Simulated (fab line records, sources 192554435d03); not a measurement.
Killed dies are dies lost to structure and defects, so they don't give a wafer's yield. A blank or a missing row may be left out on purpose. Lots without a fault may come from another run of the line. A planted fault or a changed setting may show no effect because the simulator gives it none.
Which tool did it? | flow n5_finfet | 8 lots, 23 wafers sampled, at 5 steps of a route of 1938

WHAT THE GAUGES READ, wafer by wafer
N5_BEOL_M4_RC_MEAS_101.
lot  | measured     | on        | DIBL_N (mV/V)  | DIBL_P (mV/V)  | IOFF_N (nA/um)    | IOFF_N_85C (nA/um) | IOFF_N_LIN (nA/um) | IOFF_P (nA/um)    | IOFF_P_85C (nA/um) | IOFF_P_LIN (nA/um) | ION_N (uA/um) | ION_P (uA/um) | SS_N (mV/dec)  | SS_P (mV/dec)  | VT_N (mV)         | VT_P (mV)
L876 | day 8 16:16  | prober-01 | 35.2 33.2 34.6 | 35.6 33.7 34.7 | 0.168 0.141 0.152 | 3.2 2.7 2.9        | 0.079 0.068 0.072  | 0.230 0.197 0.206 | 3.9 3.4 3.6        | 0.113 0.100 0.104  | 678 680 673   | 466 463 463   | 71.2 70.2 71.4 | 72.4 72.3 73.0 | 247.5 251.0 249.4 | -248.2 -248.5 -247.2
L877 | day 9 00:26  | prober-01 | 36.7 35.8 35.3 | 38.0 37.4 36.7 | 0.175 0.163 0.156 | 3.4 3.2 3.1        | 0.080 0.077 0.073  | 0.212 0.192 0.185 | 3.7 3.5 3.4        | 0.098 0.090 0.089  | 683 692 680   | 463 462 461   | 72.8 72.6 72.0 | 73.2 72.9 72.8 | 251.0 249.6 250.9 | -252.0 -252.6 -254.4
L878 | day 8 23:56  | prober-02 | 34.7 35.5 35.3 | 34.2 35.7 34.9 | 0.138 0.151 0.144 | 2.8 3.0 2.9        | 0.067 0.072 0.069  | 0.192 0.212 0.207 | 3.4 3.7 3.6        | 0.096 0.103 0.101  | 671 678 673   | 461 464 460   | 71.9 71.5 71.2 | 73.5 73.1 73.0 | 247.8 248.7 247.1 | -249.0 -249.7 -249.5
L879 | day 9 06:34  | prober-01 | 36.0 34.9 37.7 | 32.6 31.8 34.9 | 0.124 0.118 0.149 | 2.6 2.5 3.0        | 0.060 0.059 0.071  | 0.196 0.184 0.226 | 3.4 3.2 3.8        | 0.101 0.095 0.113  | 663 667 677   | 462 457 468   | 71.8 70.7 71.3 | 72.6 72.6 73.8 | 254.1 252.7 250.1 | -248.2 -249.2 -246.0
L880 | day 9 07:11  | prober-02 | 35.7 35.0 35.7 | 36.7 35.6 37.1 | 0.159 0.147 0.171 | 3.1 2.9 3.3        | 0.076 0.071 0.080  | 0.223 0.202 0.229 | 3.9 3.6 3.9        | 0.113 0.104 0.115  | 679 667 686   | 466 464 463   | 72.1 71.3 71.1 | 73.0 72.2 72.8 | 247.3 246.3 245.7 | -249.0 -247.8 -248.5
L889 | day 11 19:25 | prober-01 | 35.2 34.9 36.1 | 34.8 34.8 36.5 | 0.136 0.136 0.156 | 2.8 2.7 3.1        | 0.065 0.066 0.073  | 0.169 0.170 0.200 | 3.0 3.0 3.5        | 0.083 0.084 0.095  | 667 675 668   | 458 459 453   | 72.1 71.7 72.7 | 72.7 72.9 73.1 | 252.3 252.2 248.5 | -253.7 -257.1 -253.7
L890 | day 12 02:14 | prober-02 | 37.9 37.5      | 40.1 39.9      | 0.215 0.210       | 4.1 4.0            | 0.101 0.099        | 0.268 0.272       | 4.6 4.5            | 0.126 0.128        | 695 688       | 475 473       | 72.2 71.8      | 74.5 73.8      | 243.9 241.8       | -247.1 -248.4
L891 | day 12 05:31 | prober-01 | 38.6 38.7 38.4 | 36.3 37.7 36.6 | 0.179 0.189 0.187 | 3.4 3.6 3.5        | 0.080 0.085 0.084  | 0.204 0.214 0.213 | 3.5 3.7 3.6        | 0.097 0.102 0.101  | 673 679 678   | 459 462 456   | 72.2 71.7 72.4 | 73.7 73.7 74.0 | 247.4 246.5 247.7 | -250.7 -251.5 -249.0

N5_BEOL_M5_THK_MEAS_01.
lot  | measured     | on            | M5_ILD_THK (nm)
L876 | day 8 17:43  | film_metro-01 | 119.4 121.1 120.4
L877 | day 9 01:41  | film_metro-02 | 117.6 120.8 119.1
L878 | day 9 01:19  | film_metro-01 | 119.0 121.4 121.2
L879 | day 9 07:58  | film_metro-02 | 118.7 121.5 120.7
L880 | day 9 08:53  | film_metro-02 | 121.4 122.8 122.4
L889 | day 11 20:40 | film_metro-02 | 120.4 121.7 121.4
L890 | day 12 03:46 | film_metro-02 | 118.9 119.7
L891 | day 12 07:03 | film_metro-01 | 121.9 122.7 124.5

WHICH TOOL RAN EACH LOT (tool, then ch and the chambers of the sampled wafers, then the start)
lot  | N5_STI_FIN_REVEAL_OXIDATION_33      | N5_BEOL_M4_SPUTTER_88        | N5_BEOL_M4_SPUTTER_92
L876 | plasma_asher-02 ch 0,1, day 2 14:26 | pvd_sputter-01, day 8 13:59  | pvd_sputter-01, day 8 14:26
L877 | plasma_asher-01 ch 0,1, day 2 20:23 | pvd_sputter-03, day 8 22:05  | pvd_sputter-03, day 8 22:31
L878 | plasma_asher-01 ch 0,1, day 3 02:29 | pvd_sputter-02, day 8 21:42  | pvd_sputter-02, day 8 22:08
L879 | plasma_asher-01 ch 0,1, day 3 08:57 | pvd_sputter-01, day 9 04:20  | pvd_sputter-01, day 9 04:46
L880 | plasma_asher-01 ch 0,1, day 3 14:58 | pvd_sputter-03, day 9 04:36  | pvd_sputter-03, day 9 05:02
L889 | plasma_asher-02 ch 0,1, day 5 19:34 | pvd_sputter-03, day 11 17:08 | pvd_sputter-03, day 11 17:34
L890 | plasma_asher-01 ch 0,1, day 6 01:51 | pvd_sputter-02, day 12 00:14 | pvd_sputter-02, day 12 00:41
L891 | plasma_asher-02 ch 0,1, day 6 07:40 | pvd_sputter-01, day 12 03:28 | pvd_sputter-01, day 12 03:55
- N5_STI_FIN_REVEAL_OXIDATION_33: chemistry O2 PLASMA REMOTE, time 20 s.
- N5_BEOL_M4_SPUTTER_88: material Cu, target thk 4.5 nm, time 8.29 s.
- N5_BEOL_M4_SPUTTER_92: material Cu, target thk 4.5 nm, time 8.29 s.

WHAT THE TOOLS THEMSELVES READ (means of the sampled wafers that have a number; where no wafer has one, the mark that the record gives instead)
N5_STI_FIN_REVEAL_OXIDATION_33.
lot  | tool            | drypump_motor_current_A (A) | heater_power_w (W)
L876 | plasma_asher-02 | 6.1                         | 148
L877 | plasma_asher-01 | 6.6                         | 140
L878 | plasma_asher-01 | 6.3                         | 150
L879 | plasma_asher-01 | 6.5                         | 139
L880 | plasma_asher-01 | 6.5                         | 139
L889 | plasma_asher-02 | 6.3                         | 153
L890 | plasma_asher-01 | 6.4                         | 142
L891 | plasma_asher-02 | 6.3                         | 152

N5_BEOL_M4_SPUTTER_88.
lot  | tool           | throttle_valve_pct (%)
L876 | pvd_sputter-01 | 30.3
L877 | pvd_sputter-03 | 29.9
L878 | pvd_sputter-02 | 30.6
L879 | pvd_sputter-01 | 29.5
L880 | pvd_sputter-03 | 28.7
L889 | pvd_sputter-03 | 30.0
L890 | pvd_sputter-02 | 29.9
L891 | pvd_sputter-01 | 29.8

N5_BEOL_M4_SPUTTER_92.
lot  | tool           | throttle_valve_pct (%)
L876 | pvd_sputter-01 | 30.2
L877 | pvd_sputter-03 | 29.8
L878 | pvd_sputter-02 | 30.7
L879 | pvd_sputter-01 | 29.5
L880 | pvd_sputter-03 | 28.7
L889 | pvd_sputter-03 | 30.0
L890 | pvd_sputter-02 | 30.1
L891 | pvd_sputter-01 | 29.8

THE ANSWER, worked out from the rows above alone
Rule: what is usual is taken from the lots themselves. Put in order of their means at a reading, lots are off if they are a third of the lots or fewer, leave a main group of 4 or more, and stand apart from it by a gap of 3 or more times the standard deviation of the main group's means; of several such gaps the widest counts. A main group whose means are all the same, to the digits that the tables above print for the reading, isn't used. A lot without any number at a reading at which 4 lots or more have one is off too. The other lots that the step has rows for count as sound. The gauges are gone through in route order, then the tools' own readings, and for those a lot's mean is taken as printed above. The first step at which some lot is off is used, and at that step the reading that is off furthest; a lot without a number counts as furthest.
Off: L890, at N5_BEOL_M4_RC_MEAS_101 (IOFF_P). The main group: mean 0.203 nA/um, standard deviation 0.012.
A tool fits if, at a process step before that reading, it ran every lot that is off, and no sound lot after the first of them. The gauges at N5_BEOL_M4_RC_MEAS_101 are tried like those tools. Can't be told from this: 3 tools fit, plasma_asher-01 at N5_STI_FIN_REVEAL_OXIDATION_33, pvd_sputter-02 at N5_BEOL_M4_SPUTTER_88 and N5_BEOL_M4_SPUTTER_92, prober-02 at N5_BEOL_M4_RC_MEAS_101.

WHAT THE SIMULATOR HAD PUT IN
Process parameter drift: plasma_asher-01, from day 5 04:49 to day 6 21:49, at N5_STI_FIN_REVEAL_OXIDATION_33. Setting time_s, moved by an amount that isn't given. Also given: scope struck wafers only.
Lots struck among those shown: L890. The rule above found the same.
